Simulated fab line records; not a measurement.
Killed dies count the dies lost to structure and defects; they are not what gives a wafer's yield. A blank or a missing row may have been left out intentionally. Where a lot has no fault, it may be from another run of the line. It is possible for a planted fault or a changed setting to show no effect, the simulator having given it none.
fab line records	flow nand-harc
record lots=24	wafers=72	last-day=33
route steps=1302 shown A_ONON_D1@441 A_CHANNEL_HOLE_D1@472 A_DECK1_JOINT@530
lots that met no fault: taken from a fault-free run of the same line
start-h: the number of hours between the record's first day and the start of the first shown wafer of the lot	wait-h: hours elapsed since this lot's preceding step	" as in the row above	L1.1+2: a single row standing in for several wafers	- no value, or no start was given	* or withheld: withheld	< > ~ a bound
route shown NAME@n: names a module that has steps shown in the file, with the first one's number in the route	usual: mean and standard deviation over wafers with no fault	same: alike in all rows	chamber/n: place in a boat	sites: each site's reading	_std_site: the standard deviation of these	_edge_site: outer sites' mean less inner sites'	radius-mm: for every site, how far away it sits from the centre of the wafer	mask NAME#n: copy n	behind: tool/chamber where the wafer was last shaped	hold: why the lot was held/for how many hours/how that ended	device: which transistor (n, p or np) failed to switch	end of line: tests run on the same wafers once the route is complete	a step given without rows: its recipe and nothing more	killed: at the first sort, the dies lost to defects and structure; wafer yield is something else	map: per-die view of a wafer (x killed, . not killed, _ where there is no die)
set.NAME: setting as actually run; set.NAME@STEP: the setting as run at that earlier step	model.NAME: the simulator's own value behind a step, which no gauge read
steps of the route over a sample of lots; a table a step, a row a wafer
services: a tool's chamber out of use, with start hour (start-h, from the record's first day; less than 0 if before it), hours out, and reason
## steps
# step NHARC_A_ONON_D1_THK_MEAS_24
# recipe thk-meas-gauge=ellipsometry
# usual thk-nm=1001/11
lot.wafer	tool	chamber	start-h	wait-h	thk-nm
L074.1	film-metro-02	-	175.90	-	1000
L074.3	"	-	"	"	1000
L074.5	"	-	"	"	999
L075.3	film-metro-01	-	184.04	-	985
L075.4	"	-	"	"	985
L075.5	"	-	"	"	983
L076.2	film-metro-02	-	202.71	-	984
L076.3	"	-	"	"	985
L076.6	"	-	"	"	982
L077.2	film-metro-01	-	207.84	-	998
L077.4	"	-	"	"	1000
L077.5	"	-	"	"	1001
L078.2	film-metro-02	-	214.02	-	1008
L078.4	"	-	"	"	1008
L078.6	"	-	"	"	1009
L079.1	film-metro-01	-	235.93	-	1000
L079.2	"	-	"	"	999
L079.4	"	-	"	"	1000
L080.4	film-metro-02	-	242.07	-	1002
L080.5	"	-	"	"	1003
L080.6	"	-	"	"	1005
L081.1	film-metro-02	-	251.13	-	1002
L081.2	"	-	"	"	1000
L081.5	"	-	"	"	1002
L082.1	film-metro-02	-	258.56	-	1012
L082.4	"	-	"	"	1012
L082.5	"	-	"	"	1011
L083.1	film-metro-01	-	270.27	-	1004
L083.2	"	-	"	"	1005
L083.3	"	-	"	"	1004
L084.1	film-metro-02	-	279.84	-	992
L084.3	"	-	"	"	991
L084.5	"	-	"	"	992
L085.1	film-metro-02	-	294.84	-	984
L085.2	"	-	"	"	983
L085.5	"	-	"	"	984
L086.1	film-metro-01	-	294.84	-	983
L086.3	"	-	"	"	983
L086.6	"	-	"	"	982
L088.1	film-metro-02	-	315.95	-	1017
L088.2	"	-	"	"	1018
L088.6	"	-	"	"	1016
L087.3	film-metro-02	-	316.99	-	1008
L087.4	"	-	"	"	1009
L087.6	"	-	"	"	1008
L090.3	film-metro-02	-	330.70	-	996
L090.5	"	-	"	"	995
L090.6	"	-	"	"	995
L089.1	film-metro-01	-	330.71	-	999
L089.3	"	-	"	"	1003
L089.4	"	-	"	"	1003
L091.1	film-metro-02	-	347.78	-	1000
L091.3	"	-	"	"	999
L091.4	"	-	"	"	999
L093.2	film-metro-02	-	358.14	-	1024
L093.5	"	-	"	"	1025
L093.6	"	-	"	"	1023
L092.2	film-metro-01	-	358.15	-	996
L092.3	"	-	"	"	997
L092.6	"	-	"	"	995
L094.3	film-metro-01	-	369.63	-	1010
L094.4	"	-	"	"	1012
L094.6	"	-	"	"	1012
L095.2	film-metro-01	-	376.20	-	1010
L095.4	"	-	"	"	1009
L095.6	"	-	"	"	1009
L096.3	film-metro-02	-	396.69	-	987
L096.4	"	-	"	"	988
L096.6	"	-	"	"	989
L097.2	film-metro-01	-	402.17	-	1017
L097.3	"	-	"	"	1016
L097.5	"	-	"	"	1015
# step NHARC_A_ONON_D1_DEP_33
# recipe target-thk-a=2000	temp-c=400	pressure-torr=6.5	rf-w=900	teos-flow-sccm=161.4	flow-sccm=2650	target-thk-nm=200	gas=O2	material=SiO2
# usual heater-power-w=553/73	throttle-valve-pct=15.9/0.71
lot.wafer	tool	chamber	start-h	wait-h	heater-power-w	throttle-valve-pct
L074.3	pecvd-03	0	177.09	0.1	552	15.5
L074.1	"	2	"	"	526	16.6
L074.5	"	0	"	"	565	15.7
L075.3	pecvd-01	2	185.32	0.1	676	16.4
L075.4	"	0	"	"	524	15.1
L075.5	"	1	"	"	534	16.2
L076.2	pecvd-02	0	203.91	0.1	512	16.1
L076.3	"	1	"	"	655	15.5
L076.6	"	0	"	"	497	16.0
L077.2	pecvd-03	2	209.06	0.1	570	16.6
L077.5	"	1	"	"	549	14.7
L077.4	"	0	"	"	520	14.9
L078.2	pecvd-02	0	215.30	0.1	548	16.1
L078.6	"	2	"	"	632	17.1
L078.4	"	0	"	"	402	16.1
L079.1	pecvd-01	2	237.13	0.1	717	16.5
L079.2	"	1	"	"	468	16.8
L079.4	"	2	"	"	728	16.2
L080.4	pecvd-01	0	243.40	0.2	512	15.0
L080.6	"	1	"	"	476	16.5
L080.5	"	2	"	"	677	16.6
L081.1	pecvd-02	1	252.33	0.1	533	15.3
L081.2	"	0	"	"	443	15.6
L081.5	"	2	"	"	668	16.6
L082.1	pecvd-03	0	259.75	0.1	495	15.5
L082.4	"	0	"	"	517	15.5
L082.5	"	1	"	"	538	14.8
L083.2	pecvd-01	1	271.54	0.1	462	16.7
L083.1	"	2	"	"	684	16.5
L083.3	"	0	"	"	527	15.1
L084.1	pecvd-03	2	281.04	0.1	587	16.4
L084.3	"	1	"	"	536	14.6
L084.5	"	0	"	"	537	15.7
L086.3	pecvd-02	1	296.03	0.1	576	15.3
L086.1	"	0	"	"	511	15.6
L086.6	"	0	"	"	512	15.4
L085.1	pecvd-01	1	296.10	0.1	422	16.8
L085.2	"	2	"	"	697	16.6
L085.5	"	1	"	"	436	16.7
L088.1	pecvd-02	2	317.92	0.1	652	16.9
L088.2	"	0	"	"	528	15.5
L088.6	"	1	"	"	553	15.6
L087.3	pecvd-02	0	318.50	0.1	410	15.6
L087.6	"	0	"	"	432	15.7
L087.4	"	1	"	"	510	15.6
L090.3	pecvd-02	2	331.89	0.1	664	16.6
L090.6	"	2	"	"	526	16.6
L090.5	"	1	"	"	611	15.3
L089.3	pecvd-03	1	331.91	0.1	556	14.7
L089.1	"	0	"	"	518	15.6
L089.4	"	0	"	"	521	15.9
L091.3	pecvd-02	0	348.96	0.1	473	15.8
L091.1	"	1	"	"	493	15.4
L091.4	"	0	"	"	492	15.8
L092.2	pecvd-03	2	359.35	0.1	503	17.0
L092.3	"	0	"	"	547	15.5
L092.6	"	1	"	"	461	14.6
L093.2	pecvd-02	1	359.37	0.1	580	15.7
L093.5	"	1	"	"	611	15.4
L093.6	"	2	"	"	552	16.9
L094.3	pecvd-02	2	370.82	0.1	604	16.7
L094.4	"	2	"	"	609	17.0
L094.6	"	1	"	"	628	15.2
L095.2	pecvd-02	0	377.50	0.1	480	15.8
L095.4	"	2	"	"	673	16.7
L095.6	"	0	"	"	495	15.9
L096.3	pecvd-02	0	397.97	0.1	514	15.3
L096.6	"	2	"	"	619	16.9
L096.4	"	0	"	"	528	16.1
L097.3	pecvd-02	1	403.36	0.1	513	15.6
L097.2	"	2	"	"	536	16.9
L097.5	"	2	"	"	558	16.9
# step NHARC_A_CHANNEL_HOLE_D1_ETCH_20
# recipe bias-v=3000	source-w=withheld	pressure-mtorr=20	time-s=361.9	ar-flow-sccm=375	c4f8-flow-sccm=89.3	o2-flow-sccm=35.7	temp-c=-20	target-depth-a=16000	chemistry=C4F8/O2/Ar
# usual drypump-motor-current-A=6.1/0.59	showerhead-plenum-p-Torr=3.67/0.074	throttle-valve-pct=32.155/0.01
lot.wafer	tool	chamber	start-h	wait-h	drypump-motor-current-A	rf-hours-counter-h	showerhead-plenum-p-Torr	throttle-valve-pct
L074.1	har-etch-01	0	181.65	0.1	5.7	84	3.74	32.158
L074.3	"	1	"	"	6.8	-	3.74	32.167
L074.5	"	1	"	"	6.8	-	3.74	32.170
L075.3	har-etch-02	1	189.90	0.2	6.2	-	3.60	32.163
L075.4	"	0	"	"	5.2	-	3.64	32.161
L075.5	"	1	"	"	6.2	-	3.60	32.156
L076.2	har-etch-01	1	213.64	0.1	6.8	103	3.73	32.165
L076.3	"	0	"	"	5.7	-	3.73	32.153
L076.6	"	0	"	"	5.8	-	3.73	32.161
L077.2	har-etch-02	1	213.71	0.1	6.2	309	3.59	32.151
L077.4	"	1	"	"	6.2	-	3.59	32.172
L077.5	"	0	"	"	5.2	-	3.63	32.146
L078.2	har-etch-01	1	221.91	0.1	6.8	111	3.72	32.164
L078.4	"	1	"	"	6.8	-	3.72	32.157
L078.6	"	0	"	"	5.7	-	3.72	32.168
L079.2	har-etch-01	1	243.26	0.1	6.8	123	3.72	32.156
L079.1	"	0	"	"	5.8	123	3.72	32.135
L079.4	"	0	"	"	5.7	-	3.72	32.145
L080.4	har-etch-02	1	247.96	0.2	6.2	-	3.58	32.165
L080.6	"	0	"	"	5.2	-	3.62	32.157
L080.5	"	1	"	"	6.2	-	3.58	32.163
L081.1	har-etch-02	1	261.59	0.1	6.2	335	3.58	32.167
L081.2	"	0	"	"	5.2	335	3.62	32.156
L081.5	"	1	"	"	6.2	-	3.58	32.163
L082.1	har-etch-01	1	267.46	0.1	6.8	134	3.71	32.144
L082.4	"	1	"	"	6.8	-	3.71	32.152
L082.5	"	0	"	"	5.7	-	3.71	32.165
L083.2	har-etch-02	0	280.77	0.1	5.2	346	3.61	32.165
L083.1	"	1	"	"	6.2	346	3.57	32.131
L083.3	"	1	"	"	6.2	-	3.57	32.151
L084.1	har-etch-02	1	286.12	0.1	6.2	350	3.57	32.183
L084.3	"	0	"	"	5.2	-	3.61	32.154
L084.5	"	1	"	"	6.2	-	3.57	32.160
L086.1	har-etch-01	0	302.23	0.1	5.7	154	3.70	32.156
L086.3	"	0	"	"	5.7	-	3.70	32.161
L086.6	"	1	"	"	6.8	-	3.70	32.164
L085.2	har-etch-02	1	302.35	0.1	6.2	358	3.57	32.167
L085.1	"	0	"	"	5.2	358	3.61	32.156
L085.5	"	1	"	"	6.2	-	3.57	32.155
L088.2	har-etch-01	1	326.66	0.1	6.8	169	3.69	32.166
L088.1	"	0	"	"	5.7	169	3.69	32.152
L088.6	"	1	"	"	6.8	-	3.69	32.162
L087.4	har-etch-01	1	330.95	0.2	6.8	-	3.69	32.151
L087.3	"	0	"	"	5.7	-	3.69	32.151
L087.6	"	0	"	"	5.7	-	3.69	32.149
L089.1	har-etch-01	1	336.56	0.1	6.8	177	3.69	32.160
L089.3	"	1	"	"	6.8	-	3.69	32.155
L089.4	"	0	"	"	5.8	-	3.69	32.165
L090.3	har-etch-01	0	340.85	0.2	5.7	-	3.68	32.134
L090.6	"	1	"	"	6.8	-	3.68	32.151
L090.5	"	0	"	"	5.7	-	3.68	32.146
L091.1	har-etch-01	0	358.62	0.1	5.7	192	3.68	32.153
L091.3	"	1	"	"	6.8	-	3.68	32.147
L091.4	"	0	"	"	5.7	-	3.68	32.151
L093.2	har-etch-02	0	366.80	0.1	5.2	384	3.59	32.165
L093.5	"	1	"	"	6.2	-	3.54	32.159
L093.6	"	0	"	"	5.2	-	3.59	32.151
L092.2	har-etch-01	1	368.05	0.1	6.8	200	3.67	32.141
L092.3	"	1	"	"	6.8	-	3.67	32.147
L092.6	"	0	"	"	5.7	-	3.67	32.142
L094.4	har-etch-01	0	385.65	0.2	5.7	-	3.67	32.155
L094.3	"	1	"	"	6.8	-	3.67	32.148
L094.6	"	1	"	"	6.8	-	3.67	32.147
L095.2	har-etch-01	1	389.68	0.1	6.8	215	3.66	32.181
L095.4	"	1	"	"	6.8	-	3.66	32.161
L095.6	"	1	"	"	6.8	-	3.67	32.161
L096.3	har-etch-02	1	405.54	0.2	6.2	-	3.93	32.158
L096.4	"	0	"	"	5.2	-	3.93	32.146
L096.6	"	0	"	"	5.2	-	3.93	32.154
L097.2	har-etch-01	0	409.18	0.1	5.7	227	3.66	32.142
L097.3	"	0	"	"	5.8	-	3.66	32.137
L097.5	"	1	"	"	6.8	-	3.66	32.131
# step NHARC_A_CHANNEL_HOLE_D1_ETCH_23
# recipe bias-v=5000	source-w=withheld	pressure-mtorr=20	time-s=819	ar-flow-sccm=375	c4f8-flow-sccm=89.3	o2-flow-sccm=35.7	temp-c=-20	target-depth-a=16000	chemistry=C4F8/O2/Ar
# usual drypump-motor-current-A=6.1/0.59	showerhead-plenum-p-Torr=3.67/0.074	throttle-valve-pct=32.155/0.0084
lot.wafer	tool	chamber	start-h	wait-h	drypump-motor-current-A	rf-hours-counter-h	showerhead-plenum-p-Torr	throttle-valve-pct
L074.1	har-etch-01	0	183.02	0.5	5.8	86	3.74	32.147
L074.3	"	1	"	"	6.8	-	3.74	32.156
L074.5	"	1	"	"	6.8	-	3.74	32.158
L075.3	har-etch-02	1	191.34	0.5	6.2	-	3.60	32.167
L075.4	"	0	"	"	5.2	-	3.64	32.147
L075.5	"	1	"	"	6.2	-	3.60	32.147
L076.2	har-etch-01	1	215.02	0.5	6.8	105	3.72	32.157
L076.3	"	0	"	"	5.8	-	3.72	32.170
L076.6	"	0	"	"	5.8	-	3.72	32.160
L077.2	har-etch-02	1	215.04	0.5	6.2	310	3.59	32.174
L077.4	"	1	"	"	6.2	-	3.59	32.150
L077.5	"	0	"	"	5.2	-	3.63	32.142
L078.2	har-etch-01	1	223.24	0.5	6.8	113	3.72	32.162
L078.4	"	1	"	"	6.8	-	3.72	32.164
L078.6	"	0	"	"	5.7	-	3.72	32.163
L079.2	har-etch-01	1	244.57	0.5	6.8	124	3.72	32.165
L079.1	"	0	"	"	5.7	124	3.71	32.154
L079.4	"	0	"	"	5.7	-	3.71	32.157
L080.4	har-etch-02	1	249.49	0.5	6.2	-	3.58	32.150
L080.6	"	0	"	"	5.2	-	3.62	32.164
L080.5	"	1	"	"	6.2	-	3.58	32.164
L081.1	har-etch-02	1	262.90	0.5	6.2	336	3.58	32.134
L081.2	"	0	"	"	5.2	336	3.62	32.142
L081.5	"	1	"	"	6.2	-	3.58	32.169
L082.1	har-etch-01	1	268.86	0.5	6.8	136	3.71	32.173
L082.4	"	1	"	"	6.8	-	3.71	32.158
L082.5	"	0	"	"	5.8	-	3.71	32.168
L083.2	har-etch-02	0	282.10	0.5	5.2	348	3.61	32.152
L083.1	"	1	"	"	6.2	348	3.57	32.157
L083.3	"	1	"	"	6.2	-	3.57	32.150
L084.1	har-etch-02	1	287.44	0.5	6.2	352	3.57	32.157
L084.3	"	0	"	"	5.2	-	3.61	32.166
L084.5	"	1	"	"	6.2	-	3.57	32.149
L086.1	har-etch-01	0	303.61	0.5	5.8	155	3.70	32.163
L086.3	"	0	"	"	5.7	-	3.70	32.148
L086.6	"	1	"	"	6.8	-	3.70	32.138
L085.2	har-etch-02	1	303.68	0.5	6.2	359	3.57	32.156
L085.1	"	0	"	"	5.2	359	3.60	32.144
L085.5	"	1	"	"	6.2	-	3.57	32.153
L088.2	har-etch-01	1	327.99	0.5	6.8	170	3.69	32.161
L088.1	"	0	"	"	5.7	170	3.69	32.147
L088.6	"	1	"	"	6.8	-	3.69	32.165
L087.4	har-etch-01	1	332.39	0.5	6.8	-	3.69	32.155
L087.3	"	0	"	"	5.8	-	3.69	32.142
L087.6	"	0	"	"	5.7	-	3.69	32.147
L089.1	har-etch-01	1	337.88	0.5	6.8	178	3.68	32.146
L089.3	"	1	"	"	6.8	-	3.69	32.149
L089.4	"	0	"	"	5.8	-	3.68	32.165
L090.3	har-etch-01	0	342.37	0.5	5.8	-	3.68	32.153
L090.6	"	1	"	"	6.8	-	3.68	32.159
L090.5	"	0	"	"	5.8	-	3.68	32.158
L091.1	har-etch-01	0	360.02	0.5	5.7	193	3.68	32.157
L091.3	"	1	"	"	6.8	-	3.68	32.155
L091.4	"	0	"	"	5.7	-	3.68	32.161
L093.2	har-etch-02	0	368.18	0.5	5.2	386	3.59	32.151
L093.5	"	1	"	"	6.2	-	3.54	32.145
L093.6	"	0	"	"	5.2	-	3.59	32.167
L092.2	har-etch-01	1	369.44	0.5	6.8	201	3.67	32.152
L092.3	"	1	"	"	6.8	-	3.67	32.145
L092.6	"	0	"	"	5.8	-	3.67	32.166
L094.4	har-etch-01	0	387.09	0.5	5.7	-	3.67	32.161
L094.3	"	1	"	"	6.8	-	3.67	32.163
L094.6	"	1	"	"	6.8	-	3.67	32.169
L095.2	har-etch-01	1	391.00	0.5	6.8	216	3.66	32.151
L095.4	"	1	"	"	6.8	-	3.66	32.153
L095.6	"	1	"	"	6.8	-	3.66	32.162
L096.3	har-etch-02	1	406.98	0.5	6.2	-	3.93	32.155
L096.4	"	0	"	"	5.2	-	3.93	32.162
L096.6	"	0	"	"	5.2	-	3.93	32.161
L097.2	har-etch-01	0	410.52	0.5	5.7	228	3.66	32.153
L097.3	"	0	"	"	5.7	-	3.66	32.137
L097.5	"	1	"	"	6.8	-	3.66	32.162
# step NHARC_A_CHANNEL_HOLE_D1_ETCH_26
# recipe bias-v=300	source-w=2000	pressure-mtorr=30	time-s=224.1	ar-flow-sccm=375	c4f8-flow-sccm=11.4	o2-flow-sccm=113.6	temp-c=-20	target-depth-a=3000	chemistry=C4F8/O2/Ar
# usual drypump-motor-current-A=6.1/0.6	showerhead-plenum-p-Torr=3.71/0.078	throttle-valve-pct=24.584/0.0093
lot.wafer	tool	chamber	start-h	wait-h	drypump-motor-current-A	rf-hours-counter-h	showerhead-plenum-p-Torr	throttle-valve-pct
L074.1	har-etch-01	0	-	-	5.7	88	3.78	24.578
L074.3	"	1	"	"	6.8	-	3.78	24.574
L074.5	"	1	"	"	6.8	-	3.78	24.575
L075.3	har-etch-02	1	193.53	0.5	6.2	-	3.64	24.581
L075.4	"	0	"	"	5.2	-	3.68	24.580
L075.5	"	1	"	"	6.2	-	3.64	24.575
L076.2	har-etch-01	1	217.28	0.6	6.8	107	3.77	24.593
L076.3	"	0	"	"	5.8	-	3.77	24.583
L076.6	"	0	"	"	5.7	-	3.77	24.588
L077.2	har-etch-02	1	217.37	0.7	6.2	312	3.63	24.587
L077.4	"	1	"	"	6.2	-	3.63	24.580
L077.5	"	0	"	"	5.2	-	3.67	24.589
L078.2	har-etch-01	1	225.58	0.7	6.8	115	3.77	24.585
L078.4	"	1	"	"	6.8	-	3.77	24.573
L078.6	"	0	"	"	5.7	-	3.77	24.573
L079.2	har-etch-01	1	246.91	0.7	6.8	126	3.76	24.568
L079.1	"	0	"	"	5.7	126	3.76	24.591
L079.4	"	0	"	"	5.7	-	3.76	24.595
L080.4	har-etch-02	1	251.59	0.4	6.2	-	3.62	24.604
L080.6	"	0	"	"	5.2	-	3.66	24.587
L080.5	"	1	"	"	6.2	-	3.62	24.584
L081.1	har-etch-02	1	265.27	0.7	6.2	338	3.62	24.589
L081.2	"	0	"	"	5.2	338	3.66	24.591
L081.5	"	1	"	"	6.2	-	3.62	24.600
L082.1	har-etch-01	1	271.14	0.6	6.8	138	3.75	24.595
L082.4	"	1	"	"	6.8	-	3.75	24.571
L082.5	"	0	"	"	5.8	-	3.75	24.587
L083.2	har-etch-02	0	284.43	0.7	5.2	350	3.65	24.581
L083.1	"	1	"	"	6.2	350	3.61	24.599
L083.3	"	1	"	"	6.2	-	3.61	24.596
L084.1	har-etch-02	1	289.78	0.7	6.2	354	3.61	24.580
L084.3	"	0	"	"	5.2	-	3.65	24.591
L084.5	"	1	"	"	6.2	-	3.61	24.595
L086.1	har-etch-01	0	305.88	0.6	5.7	157	3.74	24.572
L086.3	"	0	"	"	5.7	-	3.74	24.584
L086.6	"	1	"	"	6.8	-	3.74	24.578
L085.2	har-etch-02	1	306.04	0.7	6.2	361	3.60	24.576
L085.1	"	0	"	"	5.2	361	3.64	24.593
L085.5	"	1	"	"	6.2	-	3.60	24.574
L088.2	har-etch-01	1	330.34	0.7	6.8	173	3.73	24.580
L088.1	"	0	"	"	5.7	173	3.73	24.584
L088.6	"	1	"	"	6.8	-	3.73	24.587
L087.4	har-etch-01	1	334.59	0.5	6.8	-	3.73	24.577
L087.3	"	0	"	"	5.8	-	3.73	24.581
L087.6	"	0	"	"	5.7	-	3.73	24.599
L089.1	har-etch-01	1	340.19	0.7	6.8	180	3.73	24.571
L089.3	"	1	"	"	6.8	-	3.73	24.564
L089.4	"	0	"	"	5.7	-	3.73	24.580
L090.3	har-etch-01	0	344.46	0.4	5.8	-	3.73	24.576
L090.6	"	1	"	"	6.8	-	3.73	24.579
L090.5	"	0	"	"	5.8	-	3.73	24.593
L091.1	har-etch-01	0	362.26	0.6	5.7	196	3.72	24.576
L091.3	"	1	"	"	6.8	-	3.72	24.580
L091.4	"	0	"	"	5.8	-	3.72	24.570
L093.2	har-etch-02	0	370.46	0.6	5.2	388	3.63	24.584
L093.5	"	1	"	"	6.2	-	3.58	24.583
L093.6	"	0	"	"	5.2	-	3.63	24.582
L092.2	har-etch-01	1	371.69	0.6	6.8	203	3.72	24.585
L092.3	"	1	"	"	6.8	-	3.72	24.595
L092.6	"	0	"	"	5.7	-	3.72	24.586
L094.4	har-etch-01	0	389.25	0.5	5.7	-	3.71	24.591
L094.3	"	1	"	"	6.8	-	3.71	24.585
L094.6	"	1	"	"	6.8	-	3.71	24.579
L095.2	har-etch-01	1	393.36	0.7	6.8	219	3.71	24.584
L095.4	"	1	"	"	6.8	-	3.71	24.596
L095.6	"	1	"	"	6.8	-	3.71	24.588
L096.3	har-etch-02	1	409.17	0.5	6.2	-	3.99	24.566
L096.4	"	0	"	"	5.2	-	3.99	24.564
L096.6	"	0	"	"	5.2	-	3.99	24.589
L097.2	har-etch-01	0	412.86	0.7	5.8	230	3.70	24.593
L097.3	"	0	"	"	5.8	-	3.70	24.587
L097.5	"	1	"	"	6.8	-	3.70	24.586
# step NHARC_A_DECK1_JOINT_ETCHBACK_00
# recipe target-depth-a=300	time-s=17.4	hbr-flow-sccm=150	rf-w=350	icp-w=350	bias-w=60	chemistry=HBr
# usual drypump-motor-current-A=6.0/0.48	oes-product-au=1.001/0.0065	throttle-valve-pct=23.266/0.0086
lot.wafer	tool	chamber	start-h	wait-h	drypump-motor-current-A	oes-product-au	rf-hours-counter-h	throttle-valve-pct
L074.3	rie-si-03	1	249.55	0.1	6.7	1.004	0.11	23.278
L074.1	"	0	"	"	6.6	0.997	0.15	23.270
L074.5	"	2	"	"	6.5	1.003	-	23.291
L075.4	rie-si-02	0	259.93	0.1	5.6	1.004	1.13	23.257
L075.3	"	2	"	"	6.2	0.992	0.82	23.272
L075.5	"	0	"	"	5.6	1.014	-	23.255
L076.3	rie-si-03	0	278.89	0.1	6.7	0.995	0.31	23.267
L076.2	"	2	"	"	6.5	0.997	0.30	23.269
L076.6	"	1	"	"	6.6	1.005	-	23.263
L077.4	rie-si-06	3	278.91	0.1	6.2	1.005	0.17	23.270
L077.2	"	0	"	"	6.1	1.001	0.09	23.258
L077.5	"	1	"	"	6.1	1.008	-	23.256
L078.2	rie-si-06	1	287.39	0.1	6.1	1.016	0.17	23.277
L078.4	"	0	"	"	6.1	1.005	0.13	23.271
L078.6	"	2	"	"	5.0	0.996	-	23.265
L079.1	rie-si-06	2	308.54	0.1	5.0	0.997	0.36	23.278
L079.4	"	0	"	"	6.1	1.000	0.22	23.274
L079.2	"	1	"	"	6.1	0.996	0.25	23.253
L080.4	rie-si-06	3	315.02	0.1	6.2	1.004	0.36	23.257
L080.6	"	0	"	"	6.1	1.007	-	23.278
L080.5	"	1	"	"	6.1	1.004	-	23.268
L081.1	rie-si-06	1	328.70	0.1	6.1	0.992	0.36	23.252
L081.2	"	2	"	"	5.0	1.002	0.46	23.251
L081.5	"	0	"	"	6.1	0.996	-	23.265
L082.1	rie-si-06	1	332.94	0.1	6.1	1.002	0.38	23.276
L082.4	"	3	"	"	6.2	0.997	0.44	23.270
L082.5	"	1	"	"	6.1	1.009	-	23.254
L083.2	rie-si-06	2	345.90	0.1	5.0	0.999	0.59	23.268
L083.1	"	0	"	"	6.1	0.995	0.42	23.273
L083.3	"	1	"	"	6.1	1.009	0.48	23.267
L084.1	rie-si-03	3	351.86	0.1	6.0	0.995	0.84	23.261
L084.3	"	2	"	"	6.5	0.999	0.74	23.257
L084.5	"	0	"	"	6.6	0.991	-	23.261
L085.1	rie-si-06	0	366.90	0.1	6.1	0.999	0.53	23.259
L085.2	"	2	"	"	5.0	0.987	0.67	23.269
L085.5	"	1	"	"	6.1	0.988	-	23.266
L086.1	rie-si-03	0	366.90	0.1	6.6	0.995	1.01	23.265
L086.3	"	1	"	"	6.7	1.010	0.95	23.270
L086.6	"	0	"	"	6.6	0.997	-	23.262
L088.2	rie-si-06	0	392.45	0.1	6.1	0.997	0.71	23.265
L088.1	"	1	"	"	6.1	1.000	0.73	23.258
L088.6	"	0	"	"	6.1	1.000	-	23.268
L087.4	rie-si-02	0	397.13	0.1	5.6	1.011	0.72	23.249
L087.3	"	1	"	"	5.5	0.992	0.49	23.267
L087.6	"	0	"	"	5.6	1.012	-	23.275
L089.1	rie-si-06	0	401.33	0.1	6.1	1.002	0.82	23.258
L089.4	"	1	"	"	6.1	0.997	0.82	23.259
L089.3	"	2	"	"	5.0	1.002	0.89	23.269
L090.3	rie-si-06	2	406.11	0.1	5.0	1.009	0.91	23.267
L090.6	"	0	"	"	6.1	1.004	-	23.262
L090.5	"	1	"	"	6.1	1.008	-	23.251
L091.1	rie-si-02	2	429.85	0.1	6.2	0.997	0.95	23.264
L091.4	"	3	"	"	5.9	0.991	0.96	23.271
L091.3	"	1	"	"	5.5	0.994	0.69	23.286
L092.2	rie-si-02	0	433.53	0.1	5.6	1.006	0.96	23.262
L092.3	"	1	"	"	5.5	0.987	0.71	23.260
L092.6	"	2	"	"	6.1	0.995	-	23.259
L093.2	rie-si-03	2	433.55	0.1	6.5	1.019	0.22	23.270
L093.5	"	3	"	"	6.0	0.998	-	23.283
L093.6	"	0	"	"	6.6	1.001	-	23.270
L094.4	rie-si-03	1	450.00	0.1	6.7	0.994	0.28	23.265
L094.3	"	3	"	"	6.0	1.002	0.29	23.264
L094.6	"	1	"	"	6.7	1.003	-	23.249
L095.2	rie-si-03	0	457.26	0.1	6.6	0.998	0.35	23.258
L095.4	"	1	"	"	6.7	1.002	0.34	23.261
L095.6	"	3	"	"	6.0	1.007	-	23.287
L096.4	rie-si-03	1	471.13	0.1	6.7	1.002	0.40	23.260
L096.3	"	2	"	"	6.4	1.002	0.40	23.274
L096.6	"	2	"	"	6.5	1.009	-	23.269
L097.3	rie-si-02	1	474.21	0.1	5.6	1.005	0.08	23.270
L097.2	"	2	"	"	6.1	0.995	0.12	23.268
L097.5	"	2	"	"	6.1	1.001	-	23.272
## services
tool	chamber	start-h	hours	kind
pecvd-01	-	183.52	1.0	repair
pecvd-03	-	185.00	13.0	pm
rie-si-03	-	221.00	9.0	pm
pecvd-02	-	227.44	13.0	pm
har-etch-01	-	235.18	0.2	repair
rie-si-06	-	249.00	9.0	pm
rie-si-02	1	260.14	2.7	repair
pecvd-02	0	276.65	2.2	repair
rie-si-02	-	277.00	9.0	pm
pecvd-03	-	296.03	4.8	repair
pecvd-01	-	311.30	13.0	pm
rie-si-02	1	313.89	5.8	repair
rie-si-03	2	325.57	2.4	repair
rie-si-03	-	334.71	1.2	repair
pecvd-02	0	339.44	6.0	repair
rie-si-02	1	340.75	3.9	repair
pecvd-01	-	340.93	1.6	repair
pecvd-03	-	366.00	13.0	pm
har-etch-02	-	377.43	17.0	pm
rie-si-02	1	385.19	11.0	repair
rie-si-03	-	398.00	9.0	pm
pecvd-02	-	408.44	13.0	pm
rie-si-06	-	426.00	9.0	pm
rie-si-03	-	439.70	0.3	repair
## key
fault none
